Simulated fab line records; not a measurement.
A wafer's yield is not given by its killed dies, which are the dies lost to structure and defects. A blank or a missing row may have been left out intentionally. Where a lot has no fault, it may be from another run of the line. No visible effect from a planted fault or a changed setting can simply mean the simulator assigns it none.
Matching of chambers -- flow nandHarc -- NHARC_P_GATE_ALD_36 on aldSin-01 has 4 sister chambers
The step deposits SiNx, target thk 20 nm, pulse time 60 s, ald cycles 223. 4 wafers are shown with their chamber, then 10 later ones without.

WAFERS PAIRED WITH THEIR CHAMBERS
wafer,chamber,heaterPowerW (W)
L083.3,0,687
L089.1,1,797
L091.3,2,970
L091.1,3,966

WAFERS WHOSE CHAMBER IS MISSING
wafer,heaterPowerW (W)
L091.4,719
L095.2,737
L095.4,808
L095.1,953
L097.2,971
L097.3,976
L097.4,733
L097.1,805
L097.5,975
L097.6,965

EACH ONE'S CHAMBER
wafer,from the rows above,in truth
L091.4,can't be placed: 0 or 1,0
L095.2,can't be placed: 0 or 1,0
L095.4,1,1
L095.1,can't be placed: 3 or 2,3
L097.2,can't be placed: 2 or 3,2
L097.3,can't be placed: 2 or 3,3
L097.4,can't be placed: 0 or 1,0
L097.1,1,1
L097.5,can't be placed: 2 or 3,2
L097.6,can't be placed: 3 or 2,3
Correctly placed: 2 of 10. From these rows, 8 cannot be placed; in 8 the true chamber is one of the candidates. Number placed wrongly: 0.
How it was worked out, from the rows above alone: a wafer's distance from a chamber is the root of the sum, over the readings, of the square of ((its reading less the chamber's mean) divided by the reading's scatter). The wafer belongs to the nearest chamber; if the next one is less than 2 further off, it can't be placed. A chamber's mean is the mean of its shown wafers. The scatter: root of mean squared gap, hidden wafer to nearest shown wafer, with one shown wafer a chamber.
